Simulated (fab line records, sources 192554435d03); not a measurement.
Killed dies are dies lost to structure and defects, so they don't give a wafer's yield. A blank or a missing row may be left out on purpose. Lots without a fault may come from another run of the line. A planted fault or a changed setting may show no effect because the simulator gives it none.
A struck lot beside a sound one | flow n5_finfet | 36 steps out of a route of 1938
Sound: wafers L349.2, L349.4, L349.6. Struck: wafers L341.2, L341.3, L341.4. The cause comes at the end.
At each step with rows: each side's tool, then ch and its chambers, then its first start. Under that, the readings that differ: sound wafers | struck wafers | difference of the means | sigmas: that difference in standard deviations of wafers without a fault.
alike: readings whose means differ by less than 2 such deviations, and words and numbers that are the same on both sides. not compared: withheld readings, readings that some wafer has no value for, bounds like >300 that may hide the same value, and numbers for which the record gives no deviation and whose values overlap.
The two part at a step that has a row with sigmas, a row that says differs or no value, or rows on one side only. Numbers that don't overlap but have no deviation are shown without sigmas and don't part them. A reading that every wafer of one side lacks parts them only if that side has two wafers or more.

first, 8 steps without rows for these wafers: N5_BEOL_M2_ECD_50 (material Cu, target thk 300 nm); N5_BEOL_M2_ANNEAL_51 (time 90 s); N5_BEOL_M2_CMP_52 (polishes, stops on SiOC, t overpolish 6.8 s, target thk 40 nm); N5_BEOL_M2_PRE_CLEAN_60 (time 15 s); N5_BEOL_M2_CO_CAP_55 (material Co, precursor CCTBA/H2, target thk 2 nm, time 102.1 s); N5_BEOL_M2_PRE_CLEAN_56 (time 15 s); N5_BEOL_M2_DEP_57 (deposits SiCN from 3MS/NH3, target thk 8 nm, time 14 s); N5_BEOL_M3_ILD_DEP_00 (deposits SiOC from DEMS/O2, target thk 79 nm, time 15.3 s).
N5_BEOL_M3_PECVD_72: deposits SiO2 from TEOS/O2, target thk 16 nm, time 18 s.
  sound on pecvd-02 ch 0,1,2, day 13 03:23; struck on pecvd-02 ch 1,2, day 10 13:15
  no value came back on the struck wafers for any of 5 readings (chamber_pressure_Torr (Torr), heater_power_outer_w (W) and others); on the sound wafers chamber_pressure_Torr (Torr) reads 5.498 5.507 5.520
then, 25 steps without rows for these wafers: N5_BEOL_M3_HM_DEP_02 (deposits TiN, target thk 20 nm); N5_BEOL_M3_COAT_61 (time 60 s, resist thk 60 nm); N5_BEOL_M3_COAT_62 (time 60 s, resist thk 12 nm); N5_BEOL_M3_COAT_73 (time 60 s, resist thk 5 nm); N5_BEOL_M3_COAT_05 (resist thk 30 nm); N5_BEOL_M3_EBR_07; N5_BEOL_M3_SOFTBAKE_06 (time 60 s); N5_BEOL_M3_EXPOSE_08 (exposes mask M3); N5_BEOL_M3_PEB_09 (peb time 60 s); N5_BEOL_M3_DEVELOP_10 (develop time 30 s); N5_BEOL_M3_DESCUM_16 (chemistry O2, time 7 s); N5_BEOL_M3_ETCH_74 (etches underlayer in N2/H2, target depth 6.5 nm, time 5.2 s); N5_BEOL_M3_ETCH_63 (etches SiARC in CF4, target depth 15.6 nm, time 26 s); N5_BEOL_M3_ETCH_64 (etches SOC in N2/H2, target depth 75 nm, overetch 15 nm, time 112.5 s); N5_BEOL_M3_STRIP_65 (strips in N2/H2); N5_BEOL_M3_STRIP_75 (strips in N2/H2); N5_BEOL_M3_STRIP_66 (strips in CF4); N5_BEOL_M3_HM_OPEN_17 (chemistry Cl2/BCl3, target TiN, target depth 20 nm, overetch 6 nm); N5_BEOL_M3_STRIP_19 (strips in O2); N5_BEOL_M3_COAT_67 (time 60 s, resist thk 60 nm); N5_BEOL_M3_COAT_68 (time 60 s, resist thk 12 nm); N5_BEOL_M3_COAT_76 (time 60 s, resist thk 5 nm); N5_BEOL_M3_COAT_22 (resist thk 30 nm); N5_BEOL_M3_EBR_24; N5_BEOL_M3_SOFTBAKE_23 (time 60 s).
N5_BEOL_M4_RC_MEAS_101:
  sound on prober-01 ch 0, day 14 02:54; struck on prober-02 ch 0, day 11 12:47
  alike: DIBL_N, DIBL_P, IOFF_N, IOFF_P, ION_N, ION_P, SS_N, SS_P, VT_N, VT_P
-- the record jumps here: 4 days lie between the struck wafers' starts before and after (it left off in module BEOL_M4 and takes up again in module PASSIVATION, whose first step shown is number 1936 of the route) --
N5_PASSIVATION_PROBE_49:
  sound on prober-02, day 18 14:23; struck on prober-01, day 15 18:16
  reading                  | sound          | struck         | difference | sigmas
  defect_limited_yield (%) | 89.3 91.7 94.2 | 63.1 61.3 63.6 | -29.1      | -19
  killed_at_M0_to_M3       | 35 28 28       | 351 364 352    | +325       | +30
  killed_dies              | 126 98 69      | 436 457 429    | +343       | +19
  killed_on_rim            | 19 13 7        | 111 34 113     | +73        | +18
  sort_bin_5_function (%)  | 6.4 3.9 3.1    | 32.6 34.2 32.9 | +28.8      | +29
  sort_n_pass              | 1054 1082 1111 | 744 723 751    | -343       | -19
  sort_yield_pct (%)       | 89.3 91.7 94.2 | 63.1 61.3 63.6 | -29.1      | -19
  alike: killed_at_M4_up, killed_at_contacts, killed_at_front_end, killed_at_other, killed_open, killed_short, sort_bin_6_memory
  not compared: sort_bin_8_speed

WHERE THEY PART
First at N5_BEOL_M3_PECVD_72; last, within this record, at N5_PASSIVATION_PROBE_49.

WHY: what the simulator had put in
Skipped step whole: pecvd-02, from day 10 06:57 on, at N5_BEOL_M3_PECVD_72. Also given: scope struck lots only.
